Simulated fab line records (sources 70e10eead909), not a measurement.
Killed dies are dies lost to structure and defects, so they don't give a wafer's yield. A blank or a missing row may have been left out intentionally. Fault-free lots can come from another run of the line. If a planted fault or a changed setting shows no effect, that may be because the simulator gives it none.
Matching of chambers :: flow nand_harc :: NHARC_THIN_TSV_ETCHBACK_48 on rie_diel-10: 4 sister chambers
The step etches the open film in C4F8/Ar, target depth 1028.5 nm, time 405.17 s. 14 wafers are shown with their chamber, then 7 later ones without.

== WAFERS, EACH WITH ITS CHAMBER ==
wafer: L809.1
chamber: 3
rf_vpp_V (V): 547.9
oes_product_au (a.u.): 0.923
rf_fwd_power_W (W): 597.5

wafer: L809.2
chamber: 0
rf_vpp_V (V): 545.2
oes_product_au (a.u.): 0.933
rf_fwd_power_W (W): 600.6

wafer: L809.5
chamber: 2
rf_vpp_V (V): 549.4
oes_product_au (a.u.): 0.914
rf_fwd_power_W (W): 602.4

wafer: L811.3
chamber: 2
rf_vpp_V (V): 548.8
oes_product_au (a.u.): 0.962
rf_fwd_power_W (W): 600.5

wafer: L811.4
chamber: 0
rf_vpp_V (V): 545.2
oes_product_au (a.u.): 0.965
rf_fwd_power_W (W): 599.4

wafer: L811.5
chamber: 3
rf_vpp_V (V): 550.2
oes_product_au (a.u.): 0.957
rf_fwd_power_W (W): 601.0

wafer: L815.1
chamber: 0
rf_vpp_V (V): 545.1
oes_product_au (a.u.): 0.944
rf_fwd_power_W (W): 602.0

wafer: L815.3
chamber: 2
rf_vpp_V (V): 547.9
oes_product_au (a.u.): 0.926
rf_fwd_power_W (W): 596.8

wafer: L815.4
chamber: 3
rf_vpp_V (V): 548.7
oes_product_au (a.u.): 0.930
rf_fwd_power_W (W): 600.6

wafer: L817.1
chamber: 2
rf_vpp_V (V): 548.7
oes_product_au (a.u.): 0.916
rf_fwd_power_W (W): 602.7

wafer: L817.2
chamber: 0
rf_vpp_V (V): 545.5
oes_product_au (a.u.): 0.926
rf_fwd_power_W (W): 599.8

wafer: L817.4
chamber: 3
rf_vpp_V (V): 550.5
oes_product_au (a.u.): 0.935
rf_fwd_power_W (W): 602.3

wafer: L831.1
chamber: 1
rf_vpp_V (V): 549.6
oes_product_au (a.u.): 1.017
rf_fwd_power_W (W): 600.4

wafer: L831.2
chamber: 2
rf_vpp_V (V): 548.6
oes_product_au (a.u.): 1.009
rf_fwd_power_W (W): 599.4

SIGNATURES (averages over the wafers above)
reading: rf_vpp_V
chamber 0: 545.250
chamber 1: 549.600
chamber 2: 548.680
chamber 3: 549.325
scatter within a chamber: 0.762

reading: oes_product_au
chamber 0: 0.94200
chamber 1: 1.01700
chamber 2: 0.94540
chamber 3: 0.93625
scatter within a chamber: 0.0284

reading: rf_fwd_power_W
chamber 0: 600.450
chamber 1: 600.400
chamber 2: 600.360
chamber 3: 600.350
scatter within a chamber: 1.99
Rule: for each reading, subtract the chamber's mean from the wafer's reading, divide by that reading's scatter and square the result; add these up over the readings and take the root, which gives the wafer's distance from the chamber. If the next closest chamber is less than 2 further off than the closest, the wafer can't be placed; otherwise it belongs to the closest. How the scatter is found: for the shown wafers, subtract from each reading the mean of its chamber, square and add these, divide the total by (wafers less chambers), then take the root.

== WAFERS MISSING THEIR CHAMBER ==
wafer: L831.3
rf_vpp_V (V): 545.6
oes_product_au (a.u.): 1.007
rf_fwd_power_W (W): 600.7

wafer: L830.3
rf_vpp_V (V): 546.8
oes_product_au (a.u.): 0.992
rf_fwd_power_W (W): 599.7

wafer: L830.5
rf_vpp_V (V): 550.3
oes_product_au (a.u.): 1.011
rf_fwd_power_W (W): 599.9

wafer: L830.6
rf_vpp_V (V): 545.3
oes_product_au (a.u.): 1.008
rf_fwd_power_W (W): 598.6

wafer: L832.3
rf_vpp_V (V): 545.2
oes_product_au (a.u.): 0.931
rf_fwd_power_W (W): 597.1

wafer: L832.4
rf_vpp_V (V): 549.4
oes_product_au (a.u.): 0.929
rf_fwd_power_W (W): 600.0

wafer: L832.6
rf_vpp_V (V): 548.7
oes_product_au (a.u.): 0.940
rf_fwd_power_W (W): 596.7

== CHAMBER TAKEN BY EACH ==
wafer: L831.3
from the rows above: 0
in truth: 0

wafer: L830.3
from the rows above: can't be placed: 0 or 2 or 1 or 3
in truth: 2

wafer: L830.5
from the rows above: can't be placed: 1 or 3
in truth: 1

wafer: L830.6
from the rows above: 0
in truth: 0

wafer: L832.3
from the rows above: 0
in truth: 0

wafer: L832.4
from the rows above: can't be placed: 3 or 2
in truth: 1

wafer: L832.6
from the rows above: can't be placed: 2 or 3 or 1
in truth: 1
3 of 7 placed correctly. Can't be placed from these rows: 4 (the true chamber is among the candidates in 3). Placed wrongly: 0.
